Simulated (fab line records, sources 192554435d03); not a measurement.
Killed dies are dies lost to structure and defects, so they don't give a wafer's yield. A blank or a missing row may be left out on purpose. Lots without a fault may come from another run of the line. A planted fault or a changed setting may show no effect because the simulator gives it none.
Problem report in the 8D (eight disciplines) form, filled by code | flow n5_finfet | the parts of the form that need people (team, actions taken, sign-off) are left out

1. THE PROBLEM
time_to_endpoint_s at N5_ILD0_CMP_03 reads a mean of 149 s on 3 wafers of 3 lots; wafers without a fault read 72 s with a standard deviation of 4.9. That is +16 standard deviations from the usual mean.
The step: polishes, stops on SiNx, t overpolish 1.9 s, target thk 197.38 nm.
First seen on wafer L758.4, day 6 06:28, on cmp-02. The record holds 35 wafers of 12 lots with a number at this step. Rule for "out", or "out of limits": more than 4 standard deviations from the usual mean. The other wafers with a number count as sound.

2. WHAT IT IS AND WHAT IT IS NOT
question                    | is                     | is not
which readings at this step | time_to_endpoint_s     | edge_zone_pressure_frac, motor_current_A, overpolish_run_s
which lots                  | L758, L759, L761       | L748, L749, L750, L751, L765, L766, L769, L770, L771
which wafers of those lots  | L758.4, L759.4, L761.4 | L758.5, L758.6, L759.3, L759.5, L761.3
read on which tools         | cmp-02                 | cmp-01, cmp-04
when                        | from day 6 06:28       | up to then (14 sound wafers); but 18 sound wafers of L759, L761, L765, L766, L769, L770, L771 came after

3. SUSPECTS, AND WHAT RULES EACH OUT
Counting: a tool at a process step up to the reading stays a suspect if it ran every lot that is out. Sound lots after the first of them don't rule it out here, since some wafers of a struck lot are sound.
- cmp-02 at N5_ILD0_CMP_03 (polishes, stops on SiNx, t overpolish 1.9 s, target thk 197.38 nm): kept. It ran every lot that is out, first L758 (day 6 06:28); its last sound lot up to then is L751 (day 4 07:57). Its own readings are out on those wafers: time_to_endpoint_s.
Left after counting: cmp-02 at N5_ILD0_CMP_03.

4. THE CAUSE (what the simulator had put in)
Process parameter drift: cmp-02, from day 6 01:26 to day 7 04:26, at N5_ILD0_CMP_03. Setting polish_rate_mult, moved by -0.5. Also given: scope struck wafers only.
Counting left only this tool.

5. THE CHAIN OF EFFECTS, in route order
Each row: a reading whose mean over the struck wafers that have a number lies more than 3 standard deviations from the usual. Only readings for which the record gives a usual standard deviation are gone through. hours: the time from each lot's start at the first step in this table that gives one to its start at this step, as a median over the lots. sigmas: the change in usual standard deviations.
hours | step           | reading            | usual | on struck wafers | change | sigmas
0     | N5_ILD0_CMP_03 | time_to_endpoint_s | 72 s  | 149              | +77    | +16
The process steps in it:
- N5_ILD0_CMP_03: polishes, stops on SiNx, t overpolish 1.9 s, target thk 197.38 nm.

6. WHAT WOULD HAVE CAUGHT IT SOONER
In this record the first reading out of limits was taken at day 6 06:28, 5 hours after the fault began at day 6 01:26.
